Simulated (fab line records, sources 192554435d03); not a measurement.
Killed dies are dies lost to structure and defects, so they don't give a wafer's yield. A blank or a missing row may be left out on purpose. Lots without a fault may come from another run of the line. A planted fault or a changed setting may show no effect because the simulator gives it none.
Chamber matching | flow n5_finfet | N5_BEOL_M0_SAQP_SPACER1_ALD_98 on ald_sin-01: 4 sister chambers
The step deposits SiO2, target thk 12.8 nm, pulse time 1 s, purge time 2 s. 24 wafers are shown with their chamber, then 12 later ones without.

WAFERS WITH THEIR CHAMBER
wafer  | chamber | heater_power_w (W) | precursor_pulse_height_rel
L076.2 | 1       | 454                | 1.046
L076.3 | 2       | 479                | 0.979
L076.6 | 0       | 471                | 1.021
L077.1 | 3       | 545                | 1.000
L077.2 | 0       | 486                | 1.040
L077.4 | 1       | 464                | 1.014
L080.1 | 0       | 473                | 0.992
L080.2 | 3       | 539                | 0.989
L080.3 | 1       | 475                | 1.010
L080.4 | 2       | 499                | 1.010
L080.5 | 3       | 546                | 0.996
L080.6 | 2       | 495                | 1.015
L082.1 | 1       | 479                | 1.016
L082.2 | 2       | 499                | 1.003
L082.3 | 0       | 472                | 1.025
L082.4 | 3       | 539                | 1.000
L082.5 | 2       | 514                | 0.981
L082.6 | 3       | 559                | 1.007
L088.2 | 0       | 466                | 0.941
L088.3 | 3       | 502                | 1.012
L088.6 | 3       | 490                | 0.968
L087.1 | 0       | 473                | 1.017
L087.3 | 2       | 468                | 1.006
L087.4 | 3       | 513                | 1.023

SIGNATURES (means of the wafers above)
reading                    | chamber 0 | chamber 1 | chamber 2 | chamber 3 | scatter within a chamber
heater_power_w             | 473.50    | 468.00    | 492.33    | 529.12    | 17.4
precursor_pulse_height_rel | 1.00600   | 1.02150   | 0.99900   | 0.99938   | 0.0225
Rule: a wafer's distance from a chamber is the root of the sum, over the readings, of the square of ((its reading less the chamber's mean) divided by the reading's scatter). The wafer belongs to the nearest chamber; if the next one is less than 2 further off, it can't be placed. The scatter: the root of (the sum of the squares of (reading less its chamber's mean) over the shown wafers, divided by (wafers less chambers)).

WAFERS WITHOUT THEIR CHAMBER
wafer  | heater_power_w (W) | precursor_pulse_height_rel
L094.1 | 468                | 1.001
L094.5 | 440                | 0.998
L094.6 | 455                | 0.965
L095.1 | 479                | 0.996
L095.2 | 474                | 0.996
L095.3 | 448                | 0.967
L095.4 | 459                | 0.991
L095.5 | 445                | 1.012
L095.6 | 480                | 1.014
L096.1 | 446                | 0.977
L096.3 | 491                | 1.000
L096.6 | 484                | 0.980

WHICH CHAMBER EACH WENT THROUGH
wafer  | from the rows above               | in truth
L094.1 | can't be placed: 0 or 1 or 2      | 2
L094.5 | can't be placed: 1 or 0 or 2      | 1
L094.6 | can't be placed: 0 or 1 or 2      | 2
L095.1 | can't be placed: 0 or 2 or 1      | 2
L095.2 | can't be placed: 0 or 2 or 1      | 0
L095.3 | can't be placed: 0 or 1 or 2      | 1
L095.4 | can't be placed: 0 or 1 or 2      | 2
L095.5 | can't be placed: 1 or 0 or 2      | 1
L095.6 | can't be placed: 0 or 1 or 2      | 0
L096.1 | can't be placed: 0 or 1 or 2      | 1
L096.3 | can't be placed: 2 or 0 or 1      | 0
L096.6 | can't be placed: 2 or 0 or 1 or 3 | 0
Placed correctly: 0 of 12. Can't be placed from these rows: 12 (the true chamber is among the candidates in 12). Placed wrongly: 0.
